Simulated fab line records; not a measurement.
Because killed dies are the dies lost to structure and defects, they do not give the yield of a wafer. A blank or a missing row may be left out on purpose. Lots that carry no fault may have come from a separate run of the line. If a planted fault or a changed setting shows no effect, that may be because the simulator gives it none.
fab line records | flow nand_harc
[record] lots = 6 | wafers = 18 | last_day = 31
route steps=1302 shown A_ONON_D1@445 A_CHANNEL_HOLE_D1@450 END@1302
lots that met no fault: from a run of the same line without faults
start_h: start of the lot's first displayed wafer, in hours after the record's first day | wait_h: hours elapsed since this lot's preceding step | " repeats the value in the row above | L1.1+2: a single row standing in for several wafers | - value missing, or start not given | * or withheld: withheld | < > ~ a bound
route shown NAME@n: names a module that has steps shown in the file, with the first one's number in the route | usual: mean/standard deviation of fault-free wafers | same: alike in all rows | chamber/n: place in a boat | sites: per-site readings | _std_site: the standard deviation of these | _edge_site: the outer-site mean with the inner-site mean subtracted | radius_mm: for every site, how far away it sits from the centre of the wafer | mask NAME#n: copy n | behind: the most recent tool/chamber to have shaped the wafer | hold: why the lot was held/for how many hours/how that ended | device: the n, p or np transistor that did not switch | end of line: tests run on the same wafers once the route is complete | a step with no rows: only its recipe | killed: dies that structure and defects cost at the first sort, which is not the same as the wafer's yield | map: the dies of a wafer, with x for killed, . for not killed, _ for no die there
set.NAME: the setting that was run; set.NAME@STEP: the one run at that earlier step | model.NAME: the simulator's own value behind a step, which no gauge read
lots at selected steps of the route; one table per step, one row per wafer
services: the hour from which a tool's chamber was out of use, counted from the record's first day as start_h (under 0 if before that day), plus the number of hours and why
[[steps]]
[step NHARC_A_ONON_D1_THK_MEAS_30]
[recipe] thk_meas_gauge = ellipsometry
[usual] thk_nm = 1003/11
lot.wafer | tool          | chamber | start_h | wait_h | thk_nm
L512.3    | film_metro-02 | -       | 196.75  | -      | 1004
L512.4    | "             | -       | "       | "      | 1003
L512.5    | "             | -       | "       | "      | 1002
L511.4    | film_metro-01 | -       | 234.42  | -      | 1000
L511.5    | "             | -       | "       | "      | 1000
L511.6    | "             | -       | "       | "      | 1001
L518.3    | film_metro-01 | -       | 250.83  | -      | 1005
L518.5    | "             | -       | "       | "      | 1006
L518.6    | "             | -       | "       | "      | 1007
L520.3    | film_metro-02 | -       | 271.21  | -      | 1011
L520.4    | "             | -       | "       | "      | 1010
L520.5    | "             | -       | "       | "      | 1012
L522.2    | film_metro-02 | -       | 295.96  | -      | 1015
L522.4    | "             | -       | "       | "      | 1012
L522.6    | "             | -       | "       | "      | 1014
L529.1    | film_metro-01 | -       | 361.43  | -      | 997
L529.2    | "             | -       | "       | "      | 996
L529.4    | "             | -       | "       | "      | 997
[step NHARC_A_ONON_D1_DEP_33]
[recipe] target_thk_a = 2000 | temp_c = 400 | pressure_torr = 6.5 | rf_w = 900 | teos_flow_sccm = 161.4 | flow_sccm = 2650 | target_thk_nm = 200 | gas = O2 | material = SiO2
[usual] heater_power_outer_w = 306/85 | heater_power_w = 554/120 | rf_fwd_power_W = 898.3/2.9 | throttle_valve_pct = 16.0/0.48
lot.wafer | tool     | chamber | start_h | wait_h | heater_power_outer_w | heater_power_w | rf_fwd_power_W | throttle_valve_pct
L512.3    | pecvd-04 | 0       | 196.85  | 0.1    | 267                  | 497            | 899.2          | 15.7
L512.4    | "        | 2       | "       | "      | 178                  | 428            | 897.0          | 16.5
L512.5    | "        | 0       | "       | "      | 279                  | 532            | 903.1          | 15.7
L511.6    | pecvd-01 | 2       | 234.61  | 0.2    | 348                  | 613            | 897.6          | 16.4
L511.4    | "        | 0       | "       | "      | 465                  | 790            | 901.2          | 15.5
L511.5    | "        | 1       | "       | "      | 299                  | 560            | 892.1          | 16.1
L518.3    | pecvd-03 | 1       | 250.98  | 0.1    | 389                  | 629            | 902.3          | 16.6
L518.6    | "        | 2       | "       | "      | 249                  | 470            | 894.9          | 16.0
L518.5    | "        | 0       | "       | "      | 261                  | 429            | 901.1          | 15.7
L520.3    | pecvd-03 | 2       | 271.31  | 0.1    | 225                  | 413            | 902.7          | 16.0
L520.5    | "        | 1       | "       | "      | 340                  | 573            | 899.5          | 16.1
L520.4    | "        | 2       | "       | "      | 231                  | 425            | 902.8          | 16.1
L522.2    | pecvd-01 | 0       | 296.10  | 0.1    | 467                  | 776            | 897.9          | 15.6
L522.4    | "        | 1       | "       | "      | 224                  | 453            | 896.1          | 16.8
L522.6    | "        | 2       | "       | "      | 303                  | 569            | 894.9          | 16.4
L529.2    | pecvd-04 | 2       | 361.54  | 0.1    | 278                  | 566            | 892.7          | 16.6
L529.1    | "        | 0       | "       | "      | 283                  | 521            | 895.2          | 15.4
L529.4    | "        | 2       | "       | "      | 284                  | 583            | 895.4          | 16.5
[step NHARC_A_ONON_D1_THK_MEAS_34]
[recipe] thk_meas_gauge = ellipsometry
[usual] thk_nm = 200/3.1
lot.wafer | tool          | chamber | start_h | wait_h | thk_nm
L512.3    | film_metro-02 | -       | 197.22  | -      | 196
L512.4    | "             | -       | "       | "      | 201
L512.5    | "             | -       | "       | "      | 202
L511.4    | film_metro-01 | -       | 234.89  | -      | 200
L511.5    | "             | -       | "       | "      | 201
L511.6    | "             | -       | "       | "      | 199
L518.3    | film_metro-02 | -       | 251.30  | -      | 195
L518.5    | "             | -       | "       | "      | 198
L518.6    | "             | -       | "       | "      | 197
L520.3    | film_metro-02 | -       | 271.68  | -      | 192
L520.4    | "             | -       | "       | "      | 197
L520.5    | "             | -       | "       | "      | 201
L522.2    | film_metro-02 | -       | 296.45  | -      | 198
L522.4    | "             | -       | "       | "      | 198
L522.6    | "             | -       | "       | "      | 201
L529.1    | film_metro-02 | -       | 361.91  | -      | 199
L529.2    | "             | -       | "       | "      | 200
L529.4    | "             | -       | "       | "      | 203
[step NHARC_A_ONON_D1_INSPECT_32]
[usual] raw_defect_count = 75/31
lot.wafer | tool              | chamber | start_h | wait_h | raw_defect_count
L512.3    | defect_inspect-02 | -       | 197.28  | 0.0    | 63
L512.4    | "                 | -       | "       | "      | 74
L512.5    | "                 | -       | "       | "      | 97
L511.4    | defect_inspect-02 | -       | 234.95  | 0.0    | 89
L511.5    | "                 | -       | "       | "      | 51
L511.6    | "                 | -       | "       | "      | 125
L518.3    | defect_inspect-01 | -       | 251.36  | 0.0    | 66
L518.5    | "                 | -       | "       | "      | 101
L518.6    | "                 | -       | "       | "      | 75
L520.3    | defect_inspect-01 | -       | 271.74  | 0.0    | 77
L520.4    | "                 | -       | "       | "      | 66
L520.5    | "                 | -       | "       | "      | 37
L522.2    | defect_inspect-01 | -       | 296.52  | 0.0    | 69
L522.4    | "                 | -       | "       | "      | 64
L522.6    | "                 | -       | "       | "      | 80
L529.1    | defect_inspect-02 | -       | 361.97  | 0.0    | 113
L529.2    | "                 | -       | "       | "      | 114
L529.4    | "                 | -       | "       | "      | 150
[step NHARC_A_CHANNEL_HOLE_D1_DEP_00]
[recipe] target_thk_a = 31000 | temp_c = 400 | material = aC
[usual] throttle_valve_pct = 35.000/0.0085
lot.wafer | tool       | chamber | start_h | wait_h | throttle_valve_pct
L512.3    | acl_dep-01 | 0       | 204.28  | 7.0    | 34.991
L512.4    | "          | 0       | "       | "      | 35.004
L512.5    | "          | 0       | "       | "      | 35.000
L511.4    | acl_dep-01 | 0       | 238.58  | 3.6    | 35.004
L511.5    | "          | 0       | "       | "      | 35.008
L511.6    | "          | 0       | "       | "      | 35.004
L518.3    | acl_dep-03 | 0       | 255.06  | 3.7    | 34.990
L518.5    | "          | 0       | "       | "      | 35.000
L518.6    | "          | 0       | "       | "      | 34.997
L520.3    | acl_dep-03 | 0       | 272.44  | 0.7    | 35.000
L520.4    | "          | 0       | "       | "      | 34.997
L520.5    | "          | 0       | "       | "      | 34.992
L522.2    | acl_dep-01 | 0       | 296.90  | 0.4    | 35.010
L522.4    | "          | 0       | "       | "      | 35.015
L522.6    | "          | 0       | "       | "      | 35.005
L529.1    | acl_dep-01 | 0       | 362.10  | 0.1    | 35.009
L529.2    | "          | 0       | "       | "      | 35.004
L529.4    | "          | 0       | "       | "      | 34.989
[step NHARC_A_CHANNEL_HOLE_D1_DEP_01]
[recipe] target_thk_a = 1400 | target_thk_nm = 140 | temp_c = 400 | pressure_torr = 3.5 | flow_sccm = 200 | rf_w = 350 | material = SiON
[usual] heater_power_outer_w = 457/72 | heater_power_w = 768/95 | rf_fwd_power_W = 348.3/1.2
lot.wafer | tool     | chamber | start_h | wait_h | heater_power_outer_w | heater_power_w | rf_fwd_power_W
L512.3    | pecvd-04 | 0       | 205.61  | 1.0    | 496                  | 831            | 348.6
L512.4    | "        | 0       | "       | "      | 509                  | 800            | 347.0
L512.5    | "        | 1       | "       | "      | 337                  | 557            | 347.6
L511.4    | pecvd-01 | 2       | 239.72  | 0.8    | 454                  | 771            | 345.7
L511.6    | "        | 0       | "       | "      | 556                  | 888            | 349.8
L511.5    | "        | 1       | "       | "      | 421                  | 732            | 349.9
L518.3    | pecvd-01 | 2       | 256.41  | 1.0    | 399                  | 686            | 346.2
L518.5    | "        | 1       | "       | "      | 436                  | 780            | 348.5
L518.6    | "        | 2       | "       | "      | 411                  | 691            | 347.2
L520.3    | pecvd-01 | 0       | 273.71  | 1.0    | 568                  | 916            | 347.7
L520.4    | "        | 0       | "       | "      | 575                  | 920            | 349.5
L520.5    | "        | 2       | "       | "      | 450                  | 758            | 347.6
L522.2    | pecvd-01 | 1       | 298.55  | 1.3    | 403                  | 728            | 348.8
L522.4    | "        | 2       | "       | "      | 460                  | 766            | 348.5
L522.6    | "        | 1       | "       | "      | 409                  | 717            | 349.7
L529.2    | pecvd-04 | 1       | 364.03  | 1.3    | 390                  | 669            | 349.8
L529.1    | "        | 2       | "       | "      | 377                  | 718            | 349.2
L529.4    | "        | 1       | "       | "      | 398                  | 662            | 348.3
[step NHARC_A_CHANNEL_HOLE_D1_DEHYDRATE_02]
[recipe] temp_c = 150 | time_s = 120
[step NHARC_A_CHANNEL_HOLE_D1_HMDS_03]
[recipe] time_s = 30
[step NHARC_A_CHANNEL_HOLE_D1_COAT_36]
[recipe] temp_c = 260 | time_s = 75
[step NHARC_A_CHANNEL_HOLE_D1_COAT_37]
[recipe] temp_c = 225 | time_s = 65
[step NHARC_A_CHANNEL_HOLE_D1_COAT_04]
[recipe] spin_rpm = 1500 | resist_thk_nm = 90
[step NHARC_A_CHANNEL_HOLE_D1_SOFTBAKE_05]
[recipe] temp_c = 105 | time_s = 55
[usual] chill_plate_temp_C = 23.02/0.11 | heater_power_total_W = 188.44/0.14
lot.wafer | tool           | chamber | start_h | wait_h | chill_plate_temp_C | heater_power_total_W
L512.3    | litho_track-01 | 0       | 205     | -      | 23.03              | 188.26
L512.4    | "              | 0       | "       | "      | 22.93              | 188.25
L512.5    | "              | 0       | "       | "      | 22.94              | 188.48
L511.4    | litho_track-06 | 0       | 239     | -      | 23.00              | 188.31
L511.5    | "              | 0       | "       | "      | 22.99              | 188.31
L511.6    | "              | 0       | "       | "      | 22.94              | 188.68
L518.3    | litho_track-01 | 0       | 256     | -      | 23.13              | 180.15
L518.5    | "              | 0       | "       | "      | 23.20              | 180.36
L518.6    | "              | 0       | "       | "      | 23.11              | 180.16
L520.3    | litho_track-01 | 0       | 273     | -      | 22.97              | 180.33
L520.4    | "              | 0       | "       | "      | 22.89              | 180.14
L520.5    | "              | 0       | "       | "      | 23.01              | 179.99
L522.2    | litho_track-06 | 0       | 298     | -      | 23.09              | 188.42
L522.4    | "              | 0       | "       | "      | 23.17              | 188.73
L522.6    | "              | 0       | "       | "      | 23.04              | 188.73
L529.1    | litho_track-06 | 0       | 364     | -      | 23.08              | 188.44
L529.2    | "              | 0       | "       | "      | 23.05              | 188.52
L529.4    | "              | 0       | "       | "      | 22.90              | 188.62
[step NHARC_A_CHANNEL_HOLE_D1_EBR_06]
[step NHARC_END_SORT_01]
[recipe] temp_c = 25
[usual] killed_at_array = 55/22 | killed_at_other = 1.1/1.4 | killed_at_periphery = 4/3.2 | killed_dies = 59/22 | killed_open = 3.3/1.8 | killed_short = 2.5/1.5
[same] gross_dies = 677
lot.wafer | tool      | chamber | start_h | wait_h | killed_at_array | killed_at_other | killed_at_periphery | killed_dies | killed_open | killed_short
L511.4    | prober-01 | 0       | 640.54  | 3.4    | 87              | 2               | 3                   | 92          | 2           | 1
L511.5    | prober-01 | 0       | 641.34  | 3.7    | 85              | 1               | 0                   | 86          | 4           | 3
L511.6    | prober-01 | 0       | 642.14  | 4.0    | 65              | 2               | 2                   | 69          | 6           | 4
L518.3    | prober-01 | 0       | 655.34  | 3.1    | 78              | 2               | 3                   | 83          | 2           | 4
L518.5    | prober-01 | 0       | 656.92  | 3.6    | 67              | 3               | 2                   | 72          | 2           | 3
L518.6    | prober-01 | 0       | 657.70  | 3.9    | 42              | 2               | 3                   | 47          | 3           | 2
L522.2    | prober-02 | 0       | 690.73  | 2.8    | 90              | 1               | 6                   | 97          | 4           | 4
L522.4    | prober-02 | 0       | 692.34  | 3.4    | 97              | 0               | 2                   | 99          | 4           | 5
L522.6    | prober-02 | 0       | 693.95  | 4.0    | 81              | 0               | 0                   | 81          | 1           | 1
L529.1    | prober-02 | 0       | 743.25  | 2.5    | 78              | 0               | 0                   | 78          | 3           | 1
L529.2    | prober-02 | 0       | 744.04  | 2.8    | 70              | 2               | 2                   | 74          | 3           | 2
L529.4    | prober-02 | 0       | 745.64  | 3.4    | 79              | 0               | 2                   | 81          | 2           | 1
// killed by level:class
L511.4 A_SLIT:chamber_film_flake=36 A_CHANNEL_HOLE_D2:chamber_film_flake=34 A_CHANNEL_HOLE_D1:chamber_film_flake=11 A_CONTACT:chamber_film_flake=2 THIN_TSV:chamber_film_flake=2 P_M0:geometric_particle:open=1 A_SGD_CUT:geometric_particle:short=1 A_BLC:geometric_particle:open=1
L511.5 A_CHANNEL_HOLE_D2:chamber_film_flake=35 A_SLIT:chamber_film_flake=27 A_CHANNEL_HOLE_D1:chamber_film_flake=4 A_STAIRCASE:chamber_film_flake=4 A_BLC:chamber_film_flake=4 A_ONON_D2:geometric_particle:open=2 A_WL_FILL:geometric_particle:short=2 A_CONTACT:chamber_film_flake=2
L511.6 A_SLIT:chamber_film_flake=28 A_CHANNEL_HOLE_D1:chamber_film_flake=11 A_CHANNEL_HOLE_D2:chamber_film_flake=11 A_ONON_D1:geometric_particle:open=2 A_STAIRCASE:chamber_film_flake=2 A_CONTACT:chamber_film_flake=2 A_BLC:chamber_film_flake=2 P_CONTACT:geometric_particle:short=1
L518.3 A_CHANNEL_HOLE_D1:chamber_film_flake=40 A_CHANNEL_HOLE_D2:chamber_film_flake=15 A_STAIRCASE:chamber_film_flake=8 A_SLIT:chamber_film_flake=2 P_STI:chamber_film_flake=2 A_CONTACT:chamber_film_flake=2 A_M1:chamber_film_flake=2 THIN_TSV:chamber_film_flake=2
L518.5 A_CHANNEL_HOLE_D1:chamber_film_flake=40 A_CHANNEL_HOLE_D2:chamber_film_flake=15 A_STAIRCASE:chamber_film_flake=5 THIN_TSV:chamber_film_flake=3 A_CHANNEL_FILL_D2:geometric_particle:short=2 P_CONTACT:geometric_particle:open=1 A_ONON_D2:geometric_particle:short=1 A_M0:geometric_particle:open=1
L518.6 A_CHANNEL_HOLE_D1:chamber_film_flake=14 A_CHANNEL_HOLE_D2:chamber_film_flake=13 A_STAIRCASE:chamber_film_flake=7 A_CONTACT:chamber_film_flake=2 THIN_TSV:chamber_film_flake=2 P_M0:geometric_particle:open=1 A_DECK1_JOINT:geometric_particle:short=1 A_ONON_D2:geometric_particle:open=1
L522.2 A_SLIT:chamber_film_flake=34 A_CHANNEL_HOLE_D2:chamber_film_flake=21 A_CHANNEL_HOLE_D1:chamber_film_flake=14 A_STAIRCASE:chamber_film_flake=6 A_WL_FILL:chamber_film_flake=4 P_ZERO_WELL:chamber_film_flake=2 A_CONTACT:chamber_film_flake=2 P_GATE:geometric_particle:open=1
L522.4 A_SLIT:chamber_film_flake=40 A_CHANNEL_HOLE_D2:chamber_film_flake=22 A_CHANNEL_HOLE_D1:chamber_film_flake=11 A_CONTACT:chamber_film_flake=6 A_M1:chamber_film_flake=5 A_CHANNEL_FILL_D2:geometric_particle:open=3 A_DECK1_JOINT:geometric_particle:short=2 A_STAIRCASE:chamber_film_flake=2
L522.6 A_CHANNEL_HOLE_D1:chamber_film_flake=26 A_SLIT:chamber_film_flake=19 A_CHANNEL_HOLE_D2:chamber_film_flake=17 A_WL_FILL:chamber_film_flake=8 A_M1:chamber_film_flake=3 A_STAIRCASE:chamber_film_flake=2 A_CONTACT:chamber_film_flake=2 A_ONON_D1:geometric_particle:open=1
L529.1 A_SLIT:chamber_film_flake=33 A_CHANNEL_HOLE_D2:chamber_film_flake=26 A_CHANNEL_HOLE_D1:chamber_film_flake=8 A_CONTACT:chamber_film_flake=4 A_DECK1_JOINT:chamber_film_flake=2 A_ONON_D1:geometric_particle:open=1 A_CHANNEL_FILL_D2:geometric_particle:open=1 A_BLC:geometric_particle:short=1
L529.2 A_SLIT:chamber_film_flake=34 A_CHANNEL_HOLE_D2:chamber_film_flake=14 A_CHANNEL_HOLE_D1:chamber_film_flake=10 A_DECK1_JOINT:chamber_film_flake=3 A_CONTACT:chamber_film_flake=3 THIN_TSV:chamber_film_flake=2 P_CONTACT:geometric_particle:open=1 A_CHANNEL_HOLE_D1:geometric_particle:short=1
L529.4 A_CHANNEL_HOLE_D2:chamber_film_flake=34 A_SLIT:chamber_film_flake=29 A_CHANNEL_HOLE_D1:chamber_film_flake=9 A_WL_FILL:chamber_film_flake=2 P_CONTACT:geometric_particle:open=1 A_DECK1_JOINT:geometric_particle:short=1 A_SGD_CUT:geometric_particle:open=1 P_STI:chamber_film_flake=1
[[services]]
tool           | chamber | start_h | hours | kind
litho_track-06 | -       | 179.00  | 7.0   | pm
pecvd-04       | 2       | 184.74  | 8.2   | repair
pecvd-03       | -       | 185.20  | 13.0  | pm
acl_dep-01     | -       | 186.87  | 13.0  | pm
pecvd-03       | 2       | 233.96  | 4.2   | repair
pecvd-04       | -       | 269.17  | 13.0  | pm
pecvd-01       | -       | 271.93  | 0.9   | repair
acl_dep-03     | -       | 284.45  | 0.8   | repair
acl_dep-03     | -       | 301.13  | 13.0  | pm
pecvd-04       | -       | 304.43  | 0.4   | repair
pecvd-01       | -       | 311.80  | 13.0  | pm
pecvd-01       | 0       | 311.80  | 13.0  | vent_cycle
pecvd-01       | 1       | 311.80  | 13.0  | vent_cycle
pecvd-01       | 2       | 311.80  | 13.0  | vent_cycle
pecvd-03       | 1       | 317.16  | 3.3   | repair
pecvd-04       | 0       | 320.40  | 6.1   | repair
pecvd-01       | 0       | 324.80  | -     | clean
pecvd-01       | 1       | 324.80  | -     | clean
litho_track-01 | -       | 330.00  | 7.0   | pm
pecvd-01       | -       | 345.92  | 1.0   | repair
pecvd-04       | -       | 350.30  | 1.5   | repair
litho_track-06 | -       | 354.00  | 7.0   | pm
pecvd-01       | 0       | 356.26  | 18.2  | repair
pecvd-01       | 2       | 360.09  | 3.5   | repair
[[key]]
[first_sign] step = NHARC_A_CHANNEL_HOLE_D1_SOFTBAKE_05 | reading = heater_power_total_W | direction = down | sigmas = 57 | usual = * | struck = *
effect none on later readings
met_at NHARC_A_CHANNEL_HOLE_D1_SOFTBAKE_05
struck_wafers L518.3,L518.5,L518.6,L520.3,L520.4,L520.5
tester_left_out L518,L520
onset_between 205 256
[fault] kind = process_parameter_drift | tool = litho_track-01 | chamber = - | onset_h = 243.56 | steps = NHARC_A_CHANNEL_HOLE_D1_SOFTBAKE_05 | channel = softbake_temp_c | offset = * | shape = step | end_h = 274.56 | acts_in = * | stated = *
// tester_left_out: of these lots the tester's yield and bins aren't shown, on N5 and GAA mostly nor the transistor test; their killed dies are dies lost to structure and defects alone, not to doping, threshold or leakage, so they don't give the yield
